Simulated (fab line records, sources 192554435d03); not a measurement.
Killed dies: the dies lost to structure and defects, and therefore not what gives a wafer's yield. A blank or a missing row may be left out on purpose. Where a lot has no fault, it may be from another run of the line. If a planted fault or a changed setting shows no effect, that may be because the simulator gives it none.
fab line records    flow n5_finfet
record lots=8  wafers=24  last_day=19
route steps=1938 shown BEOL_M4@1111 BEOL_M11@1556 PASSIVATION@1936
lots that met no fault: from a run of the same line without faults
start_h: hours from the record's opening day to when the first of the lot's shown wafers began    wait_h: hours from the lot's prior step to this one    " repeats the value in the row above    L1.1+2: a row that stands for several wafers    - no value present, or no start provided    * or withheld: withheld    < > ~ a bound
route shown NAME@n: a module of which the file shows steps, and the number in the route of the first    usual: mean/standard deviation taken from wafers without a fault    same: alike in all rows    chamber/n: place in a boat    sites: per-site readings    _std_site: the values' standard deviation    _edge_site: mean of outer sites minus mean of inner sites    radius_mm: how far each site lies from the wafer's centre    mask NAME#n: copy n    behind: tool/chamber where the wafer was last shaped    hold: cause of the lot's hold/its duration in hours/its outcome    device: transistor that didn't switch, given as n, p or np    end of line: at the end of the route, the tests of the same wafers    step lacking rows: just its recipe    killed: not the wafer's yield, but the dies lost to structure and defects at the first sort    map: a wafer's dies, x killed, . not, _ none there
set.NAME: setting as actually run; set.NAME@STEP: the setting as run at that earlier step    model.NAME: the simulator's own value behind a step, which no gauge read
the route's steps for a sample of lots (tables are steps, rows are wafers)
services: the hour from which a tool's chamber was out of use, counted from the record's first day as start_h (under 0 if before that day), plus the number of hours and why
## steps
# step N5_BEOL_M4_RC_MEAS_101
# usual DIBL_N=35.9/1.3  DIBL_P=35.9/1.5  IOFF_N=0.152/0.023  IOFF_P=0.204/0.027  ION_N=673/9.2  ION_P=462/6.7  SS_N=71.4/0.48  SS_P=73.2/0.55  VT_N=250.3/2.6  VT_P=-250.6/3
lot.wafer  tool       chamber  start_h  wait_h  DIBL_N[mV/V]  DIBL_P[mV/V]  IOFF_N[nA/um]  IOFF_P[nA/um]  ION_N[uA/um]  ION_P[uA/um]  SS_N[mV/dec]  SS_P[mV/dec]  VT_N[mV]  VT_P[mV]
L845.3     prober-01  0        208.75   0.3     36.4          35.8          0.154          0.200          679           463           72.0          73.5          249.3     -250.5
L845.4     "          0        "        "       37.3          37.5          0.167          0.220          662           460           71.9          74.8          248.3     -250.0
L845.6     "          0        "        "       35.5          35.5          0.135          0.189          666           463           71.7          72.9          249.8     -253.4
L847.1     prober-02  0        240.07   0.2     34.9          35.7          0.133          0.189          680           467           71.8          73.1          252.7     -250.8
L847.3     "          0        "        "       34.8          33.9          0.126          0.161          670           454           71.0          73.6          253.6     -254.7
L847.6     "          0        "        "       34.8          34.9          0.130          0.178          668           462           71.0          72.1          253.5     -252.7
L850.1     prober-02  0        247.96   0.3     38.2          38.8          0.225          0.247          690           467           71.5          74.1          242.7     -248.1
L850.2     "          0        "        "       37.6          37.3          0.206          0.217          678           458           71.8          73.2          244.2     -253.5
L850.5     "          0        "        "       36.9          36.6          0.182          0.209          682           458           71.3          72.6          246.1     -251.4
L849.1     prober-02  0        267.07   0.0     35.7          35.5          0.134          0.188          669           455           71.1          72.7          249.5     -249.6
L849.3     "          0        "        "       35.0          35.2          0.127          0.198          665           460           70.7          72.8          251.2     -248.8
L849.5     "          0        "        "       35.9          36.2          0.143          0.209          681           461           71.7          73.8          248.9     -248.1
L858.1     prober-02  0        302.23   0.0     34.5          36.0          0.143          0.198          681           470           71.5          73.3          252.2     -248.9
L858.3     "          0        "        "       33.8          35.6          0.137          0.187          665           466           71.2          73.1          253.1     -253.0
L858.5     "          0        "        "       35.7          37.6          0.164          0.223          681           467           71.5          73.5          249.4     -251.9
L860.1     prober-02  0        305.47   0.0     36.1          36.0          0.162          0.183          675           454           71.9          73.0          250.0     -253.1
L860.2     "          0        "        "       36.2          36.6          0.164          0.187          668           455           72.0          73.8          248.5     -255.2
L860.4     "          0        "        "       35.4          35.8          0.149          0.176          669           452           71.4          73.1          250.2     -256.0
L859.3     prober-01  0        305.57   0.3     36.5          36.4          0.174          0.228          688           471           71.9          72.9          246.3     -248.1
L859.5     "          0        "        "       35.8          35.8          0.162          0.218          681           469           72.0          72.9          248.6     -249.2
L859.6     "          0        "        "       36.4          36.3          0.172          0.228          677           468           71.1          72.5          245.5     -247.2
L863.2     prober-02  0        334.79   0.2     35.3          34.3          0.134          0.219          657           466           71.6          73.2          252.8     -247.0
L863.4     "          0        "        "       35.2          34.4          0.130          0.216          667           471           71.4          72.1          249.9     -247.9
L863.6     "          0        "        "       35.9          35.3          0.146          0.240          678           477           71.1          73.7          251.0     -244.7
# step N5_BEOL_M11_STRIP_67
# recipe chemistry=CF4  resist=SiARC  power_w=300  bias_power_w=75  pressure_mtorr=50  cf4_flow_sccm=150  rf_frequency_hz=6e+07
# usual cf4_flow_sccm=149.9/0.46  chamber_pressure_mTorr=50.00/0.044  drypump_motor_current_A=5.5/0.31  oes_product_au=0.79/0.08  rf_vpp_V=271.1/1.6  showerhead_plenum_p_Torr=1.79/0.062  throttle_valve_pct=13.49/0.25
lot.wafer  tool         chamber  start_h  wait_h  cf4_flow_sccm  chamber_pressure_mTorr  drypump_motor_current_A  oes_product_au  rf_hours_counter_h  rf_vpp_V  showerhead_plenum_p_Torr  throttle_valve_pct
L845.3     rie_diel-03  3        263.41   0.0     149.9          50.14                   5.7                      0.69            247                 272.0     1.77                      13.96
L845.4     "            0        "        "       149.1          49.95                   5.6                      0.71            227                 271.3     1.77                      13.58
L845.6     "            2        "        "       149.5          49.94                   5.2                      0.72            -                   274.2     1.78                      14.07
L847.1     rie_diel-01  1        305.22   0.0     150.4          50.01                   5.6                      0.69            250                 272.3     1.83                      13.81
L847.3     "            3        "        "       150.0          50.04                   5.6                      0.73            166                 270.7     1.73                      13.40
L847.6     "            3        "        "       149.9          50.01                   5.6                      0.74            -                   270.3     1.73                      13.40
L850.1     rie_diel-03  2        309.18   0.0     149.8          50.04                   5.3                      0.71            206                 269.5     1.78                      14.11
L850.2     "            1        "        "       150.0          50.09                   5.2                      0.74            176                 268.7     1.65                      13.46
L850.5     "            0        "        "       150.1          49.99                   5.5                      0.70            -                   270.8     1.77                      13.64
L849.1     rie_diel-03  0        333.22   0.0     149.9          50.01                   5.6                      0.70            248                 270.5     1.76                      13.65
L849.3     "            3        "        "       149.4          50.03                   5.7                      0.92            13                  270.1     1.76                      13.42
L849.5     "            2        "        "       149.5          49.95                   5.3                      0.72            -                   270.9     1.78                      14.13
L859.3     rie_diel-01  2        368.47   0.0     150.2          49.91                   5.7                      0.94            14                  271.1     1.76                      13.32
L859.5     "            1        "        "       150.1          49.99                   5.6                      0.94            -                   271.5     1.83                      13.26
L859.6     "            3        "        "       149.4          49.98                   5.7                      0.72            -                   268.9     1.72                      13.47
L860.1     rie_diel-06  0        368.83   0.0     149.5          49.99                   5.5                      0.80            109                 271.8     1.80                      13.37
L860.2     "            1        "        "       149.5          50.04                   6.0                      0.81            87                  270.8     1.81                      13.36
L860.4     "            2        "        "       150.6          50.01                   5.9                      0.75            157                 273.1     1.86                      13.43
L858.1     rie_diel-06  3        369.37   0.0     150.3          49.96                   5.0                      0.94            8                   273.4     1.90                      13.20
L858.3     "            1        "        "       149.5          50.07                   6.0                      0.81            87                  270.9     1.81                      13.34
L858.5     "            3        "        "       150.6          50.07                   5.1                      0.94            -                   272.6     1.90                      13.18
L863.2     rie_diel-06  3        402.32   0.0     150.3          50.02                   5.0                      0.92            19                  273.3     1.90                      13.20
L863.4     "            0        "        "       149.5          49.95                   5.5                      0.79            121                 270.8     1.80                      13.38
L863.6     "            1        "        "       150.4          49.93                   6.0                      0.80            -                   272.8     1.81                      13.38
# step N5_BEOL_M11_OCD_MEAS_38
# usual trench_depth_nm=148.8/2.2
lot.wafer  tool    chamber  start_h  wait_h  trench_depth_nm
L845.3     ocd-01  -        265.93   -       148.0
L845.4     "       -        "        "       150.6
L845.6     "       -        "        "       147.9
L847.1     ocd-02  -        307.52   -       146.8
L847.3     "       -        "        "       152.0
L847.6     "       -        "        "       147.4
L850.1     ocd-02  -        313.22   -       148.3
L850.2     "       -        "        "       149.6
L850.5     "       -        "        "       149.2
L849.1     ocd-02  -        334.54   -       148.9
L849.3     "       -        "        "       148.5
L849.5     "       -        "        "       149.0
L859.3     ocd-01  -        372.84   -       152.1
L859.5     "       -        "        "       147.2
L859.6     "       -        "        "       148.2
L860.1     ocd-01  -        373.16   -       147.8
L860.2     "       -        "        "       147.6
L860.4     "       -        "        "       153.4
L858.1     ocd-02  -        373.30   -       148.7
L858.3     "       -        "        "       147.3
L858.5     "       -        "        "       148.2
L863.2     ocd-01  -        404.90   -       146.4
L863.4     "       -        "        "       150.4
L863.6     "       -        "        "       145.8
# step N5_BEOL_M11_SURFACE_TREAT_76
# recipe gas=Ar  time_s=*  ion_energy_ev=*  ion_current_ma_cm2=0.5  pressure_mtorr=*  ar_flow_sccm=30
# usual throttle_valve_pct=*
lot.wafer  tool            chamber  start_h  wait_h  throttle_valve_pct
L845.3     pvd_sputter-01  -        266.97   0.2     *
L845.4     "               -        "        "       *
L845.6     "               -        "        "       *
L847.1     pvd_sputter-01  -        308.79   0.2     *
L847.3     "               -        "        "       *
L847.6     "               -        "        "       *
L850.1     pvd_sputter-01  -        314.68   0.2     *
L850.2     "               -        "        "       *
L850.5     "               -        "        "       *
L849.1     pvd_sputter-02  -        335.94   0.4     *
L849.3     "               -        "        "       *
L849.5     "               -        "        "       *
L859.3     pvd_sputter-02  -        373.81   0.2     *
L859.5     "               -        "        "       *
L859.6     "               -        "        "       *
L860.1     pvd_sputter-03  -        374.33   0.3     *
L860.2     "               -        "        "       *
L860.4     "               -        "        "       *
L858.1     pvd_sputter-03  -        374.45   0.2     *
L858.3     "               -        "        "       *
L858.5     "               -        "        "       *
L863.2     pvd_sputter-02  -        408.04   0.3     *
L863.4     "               -        "        "       *
L863.6     "               -        "        "       *
# step N5_BEOL_M11_CMP_52
# recipe stop_on=SiCOH_lowk  t_overpolish_s=7  down_force_psi=1  platen_rpm=50  clearing_platen_down_force_psi=1.5  clearing_platen_rpm=50  post_cmp_clean=cu_alkaline  target_thk_nm=140  clearing_platen_pad_velocity_m_s=0.99484  pad_velocity_m_s=0.99484
# usual barrier_field_endpoint_s=28.9/0.64  clearing_platen_down_force_psi=1.500/0.0032  motor_current_A=6.0/0.49  overpolish_run_s=6.999/0.0087  t_overpolish_s=7/0  time_to_endpoint_s=66.0/2.8
lot.wafer  tool    chamber  start_h  wait_h  barrier_field_endpoint_s  clearing_platen_down_force_psi  motor_current_A  overpolish_run_s  t_overpolish_s  time_to_endpoint_s
L845.4     cmp-01  1        268.19   0.2     28.9                      1.502                           6.7              6.993             7               65.2
L845.3     "       3        "        "       27.9                      1.502                           5.2              6.987             7               65.8
L845.6     "       1        "        "       27.8                      1.501                           6.6              6.991             7               63.0
L847.3     cmp-02  0        309.84   0.2     -                         -                               -                -                 -               -
L847.1     "       3        "        "       -                         -                               -                -                 -               -
L847.6     "       0        "        "       -                         -                               -                -                 -               -
L850.1     cmp-01  3        316.25   0.6     -                         -                               -                -                 -               -
L850.2     "       0        "        "       -                         -                               -                -                 -               -
L850.5     "       1        "        "       -                         -                               -                -                 -               -
L849.1     cmp-01  3        336.93   0.3     29.8                      1.496                           5.3              7.001             7               68.2
L849.3     "       1        "        "       29.1                      1.503                           6.5              7.009             7               67.3
L849.5     "       2        "        "       28.6                      1.501                           6.1              7.015             7               63.6
L859.3     cmp-04  3        374.93   0.3     28.7                      1.497                           5.8              6.997             7               67.3
L859.6     "       2        "        "       28.5                      1.493                           6.5              7.006             7               69.2
L859.5     "       3        "        "       28.6                      1.500                           5.6              7.001             7               69.3
L860.1     cmp-02  3        376.55   0.5     29.4                      1.498                           6.5              6.990             7               68.7
L860.2     "       0        "        "       28.4                      1.501                           5.4              7.000             7               65.3
L860.4     "       1        "        "       28.9                      1.497                           5.7              6.992             7               64.5
L858.1     cmp-01  1        376.95   0.3     29.2                      1.498                           6.4              6.990             7               66.0
L858.3     "       2        "        "       30.3                      1.503                           5.6              7.005             7               66.5
L858.5     "       3        "        "       29.5                      1.505                           5.2              7.000             7               65.8
L863.4     cmp-01  3        409.27   0.3     28.7                      1.494                           5.2              7.001             7               66.2
L863.2     "       0        "        "       28.5                      1.507                           5.6              6.990             7               67.4
L863.6     "       2        "        "       28.4                      1.507                           5.9              6.983             7               67.5
# step N5_BEOL_M11_THK_MEAS_53
# recipe thk_meas_gauge=xrf  reads=Cu_of_BEOL_M11_ECD_50
# usual M11_THK=139.3/2.6
lot.wafer  tool           chamber  start_h  wait_h  M11_THK[nm]
L845.3     film_metro-02  -        268.45   -       138.5
L845.4     "              -        "        "       142.8
L845.6     "              -        "        "       138.1
L847.1     film_metro-02  -        310.13   0.1     318.7
L847.3     "              -        "        "       314.9
L847.6     "              -        "        "       314.7
L850.1     film_metro-02  -        316.47   0.2     317.7
L850.2     "              -        "        "       310.7
L850.5     "              -        "        "       316.3
L849.1     film_metro-02  -        337.19   -       136.1
L849.3     "              -        "        "       137.9
L849.5     "              -        "        "       138.2
L859.3     film_metro-01  -        375.19   -       143.1
L859.5     "              -        "        "       137.9
L859.6     "              -        "        "       140.9
L860.1     film_metro-02  -        376.81   -       139.7
L860.2     "              -        "        "       139.9
L860.4     "              -        "        "       143.4
L858.1     film_metro-02  -        377.17   -       139.0
L858.3     "              -        "        "       137.2
L858.5     "              -        "        "       138.2
L863.2     film_metro-01  -        409.50   -       136.4
L863.4     "              -        "        "       138.2
L863.6     "              -        "        "       135.0
# step N5_BEOL_M11_RS_MEAS_57
# recipe thk_meas_gauge=four-point-probe  reads=Cu_of_BEOL_M11_ECD_50+Co_of_BEOL_M11_CVD_75+TaN_of_BEOL_M11_ALD_74
# usual M11_RS=0.1509/0.0028
lot.wafer  tool           chamber  start_h  wait_h  M11_RS[ohm/sq]
L845.3     film_metro-01  -        268.58   0.0     0.1526
L845.4     "              -        "        "       0.1493
L845.6     "              -        "        "       0.1529
L847.1     film_metro-02  -        310.26   0.0     0.0601
L847.3     "              -        "        "       0.0606
L847.6     "              -        "        "       0.0605
L850.1     film_metro-01  -        316.60   0.0     0.0601
L850.2     "              -        "        "       0.0611
L850.5     "              -        "        "       0.0603
L849.1     film_metro-02  -        337.31   0.0     0.1534
L849.3     "              -        "        "       0.1519
L849.5     "              -        "        "       0.1512
L859.3     film_metro-01  -        375.32   0.0     0.1466
L859.5     "              -        "        "       0.1525
L859.6     "              -        "        "       0.1499
L860.1     film_metro-01  -        376.94   0.0     0.1505
L860.2     "              -        "        "       0.1509
L860.4     "              -        "        "       0.1465
L858.1     film_metro-02  -        377.29   0.0     0.1494
L858.3     "              -        "        "       0.1518
L858.5     "              -        "        "       0.1501
L863.2     film_metro-02  -        409.62   0.0     0.1545
L863.4     "              -        "        "       0.1523
L863.6     "              -        "        "       0.1558
# step N5_BEOL_M11_INSPECT_58
# recipe inspect_instrument=darkfield  mode=post_dep
# usual raw_defect_count=68/20
lot.wafer  tool               chamber  start_h  wait_h  raw_defect_count
L845.3     defect_inspect-02  -        268.60   0.0     78
L845.4     "                  -        "        "       61
L845.6     "                  -        "        "       65
L847.1     defect_inspect-01  -        310.28   0.0     1076
L847.3     "                  -        "        "       1144
L847.6     "                  -        "        "       1081
L850.1     defect_inspect-02  -        316.62   0.0     1117
L850.2     "                  -        "        "       1168
L850.5     "                  -        "        "       1149
L849.1     defect_inspect-02  -        337.34   0.0     67
L849.3     "                  -        "        "       48
L849.5     "                  -        "        "       61
L859.3     defect_inspect-01  -        375.35   0.0     31
L859.5     "                  -        "        "       69
L859.6     "                  -        "        "       89
L860.1     defect_inspect-01  -        376.96   0.0     88
L860.2     "                  -        "        "       109
L860.4     "                  -        "        "       53
L858.1     defect_inspect-02  -        377.32   0.0     82
L858.3     "                  -        "        "       46
L858.5     "                  -        "        "       43
L863.2     defect_inspect-02  -        409.65   0.0     51
L863.4     "                  -        "        "       67
L863.6     "                  -        "        "       49
# step N5_PASSIVATION_PROBE_49
# usual defect_limited_yield=91.0/1.5  killed_at_M0_to_M3=37/12  killed_at_M4_up=13/5  killed_at_contacts=13/6.1  killed_at_front_end=39/11  killed_at_other=4/3.2  killed_dies=106/17  killed_on_rim=13/4.2  killed_open=69/12  killed_short=35/7.9  sort_bin_5_function=5.3/1  sort_bin_6_memory=3.3/0.68  sort_n_pass=1074/17  sort_yield_pct=91.0/1.5
# same gross_dies=1180  killed_at_back_side=0  sort_bin_4_leakage[%]=0  sort_bin_8_speed[%]=0
lot.wafer  tool       chamber  start_h  wait_h  defect_limited_yield[%]  killed_at_M0_to_M3  killed_at_M4_up  killed_at_contacts  killed_at_front_end  killed_at_other  killed_dies  killed_on_rim  killed_open  killed_short  sort_bin_5_function[%]  sort_bin_6_memory[%]  sort_n_pass  sort_yield_pct[%]
L847.1     prober-02  -        355.92   0.0     0                        56                  1066             14                  41                   3                1180         152            80           48            6.5                     3.8                   0            0
L847.3     prober-02  -        356.02   0.1     0                        51                  1090             16                  21                   2                1180         152            66           34            5.5                     2.6                   0            0
L847.6     prober-02  -        356.17   0.3     0                        24                  1116             5                   30                   5                1180         152            56           27            4.6                     2.3                   0            0
L850.1     prober-01  -        361.45   0.0     0                        29                  1094             15                  38                   4                1180         152            61           33            4.7                     2.8                   0            0
L850.2     prober-01  -        361.50   0.1     0                        24                  1091             15                  50                   0                1180         152            56           36            4.7                     2.8                   0            0
L850.5     prober-01  -        361.65   0.2     0                        25                  1110             6                   38                   1                1180         152            58           23            4.4                     2.3                   0            0
# killed by level:class
L847.1 BEOL_M11:area_cmp=1052 BEOL_M0_SAQP:geometric_particle:short=22 STI_FIN_REVEAL:geometric_particle:open=15 BEOL_M0_SAQP:geometric_particle:open=15 MOL_CONTACT_COAG:geometric_particle:open=10 GATE_CUT:geometric_particle:short=6 DUMMY_GATE:geometric_particle:open=5 BEOL_M3:geometric_particle:open=5
L847.3 BEOL_M11:area_cmp=1079 BEOL_M0_SAQP:geometric_particle:short=16 MOL_CONTACT_COAG:geometric_particle:open=15 BEOL_M0_SAQP:geometric_particle:open=15 BEOL_M2:geometric_particle:open=9 STI_FIN_REVEAL:geometric_particle:open=5 GATE_CUT:geometric_particle:short=5 BEOL_M3:geometric_particle:open=4
L847.6 BEOL_M11:area_cmp=1096 BEOL_M4:geometric_particle:open=9 GATE_CUT:geometric_particle:short=5 BEOL_M0_SAQP:geometric_particle:open=5 BEOL_M0_SAQP:geometric_particle:short=5 BEOL_M2:geometric_particle:open=5 STI_FIN_REVEAL:geometric_particle:open=4 DUMMY_GATE:geometric_particle:open=4
L850.1 BEOL_M11:area_cmp=1085 FIN_SAQP:geometric_particle:short=12 MOL_CONTACT_COAG:geometric_particle:open=12 BEOL_M0_SAQP:geometric_particle:open=11 FIN_SAQP:geometric_particle:open=9 GATE_CUT:geometric_particle:short=6 BEOL_M0_SAQP:geometric_particle:short=5 BEOL_M3:geometric_particle:open=4
L850.2 BEOL_M11:area_cmp=1088 FIN_SAQP:geometric_particle:open=15 FIN_SAQP:geometric_particle:short=14 MOL_CONTACT_COAG:geometric_particle:open=14 BEOL_M0_SAQP:geometric_particle:short=7 STI_FIN_REVEAL:geometric_particle:open=6 BEOL_M0_SAQP:geometric_particle:open=6 GATE_CUT:geometric_particle:short=4
L850.5 BEOL_M11:area_cmp=1099 BEOL_M0_SAQP:geometric_particle:open=12 FIN_SAQP:geometric_particle:short=8 FIN_SAQP:geometric_particle:open=7 STI_FIN_REVEAL:geometric_particle:open=7 BEOL_M3:geometric_particle:open=6 MOL_CONTACT_COAG:geometric_particle:open=6 GATE_CUT:geometric_particle:open=4
## services
tool         chamber  start_h  hours  kind
rie_diel-03  2        241.27   5.7    repair
cmp-01       -        241.79   -      consumable_replace:conditioner
cmp-01       -        241.79   -      consumable_replace:pad
rie_diel-03  3        244.60   9.1    repair
cmp-02       -        248.20   7.1    repair
cmp-04       -        255.24   0.7    repair
rie_diel-06  2        269.26   3.9    repair
rie_diel-03  3        274.20   -      clean
rie_diel-03  3        274.20   -      consumable_replace:focus_ring
rie_diel-01  0        275.92   17.7   repair
cmp-02       -        278.99   1.1    repair
cmp-02       -        289.69   5.1    repair
cmp-04       -        306.38   0.4    repair
cmp-04       -        314.71   4.0    pm
cmp-02       -        336.76   0.9    repair
rie_diel-03  -        339.99   0.7    repair
cmp-01       -        343.50   0.9    repair
rie_diel-06  0        356.11   2.4    repair
rie_diel-01  0        358.70   5.0    repair
rie_diel-03  0        364.52   16.1   repair
rie_diel-01  0        367.00   3.0    repair
rie_diel-06  2        374.77   20.6   repair
cmp-02       -        406.27   0.6    repair
cmp-04       -        408.43   2.8    repair
## key
first_sign step=N5_BEOL_M11_CMP_52  reading=tool_record  direction=missing
effect step=N5_BEOL_M11_THK_MEAS_53  reading=M11_THK  direction=up  sigmas=69  usual=139.3  struck=315.5
effect step=N5_BEOL_M11_RS_MEAS_57  reading=M11_RS  direction=down  sigmas=33  usual=0.1509  struck=0.0605
effect step=N5_BEOL_M11_INSPECT_58  reading=raw_defect_count  direction=up  sigmas=53  usual=68  struck=1122
effect step=N5_PASSIVATION_PROBE_49  reading=killed_at_M4_up  direction=up  sigmas=99+  usual=13  struck=1094
more_kills_born_at N5_BEOL_M11_CMP_52@cmp-01=3272  N5_BEOL_M11_CMP_52@cmp-02=3227
met_at N5_BEOL_M11_CMP_52
struck_lots L847,L850
later_rows_left_out L847.1,L847.3,L847.6,L850.1,L850.2,L850.5
not_acting_at N5_BEOL_M11_STRIP_67,N5_BEOL_M11_OCD_MEAS_38,N5_BEOL_M11_SURFACE_TREAT_76
onset_between 268.19 309.84
fault kind=skipped_step_whole  tool=cmp-01,cmp-02  chamber=-  onset_h=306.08  steps=N5_BEOL_M11_CMP_52  scope=struck_lots_only
# later_rows_left_out: the simulator's readings of these wafers behind a module that went badly wrong aren't trusted and aren't shown, but for the sort
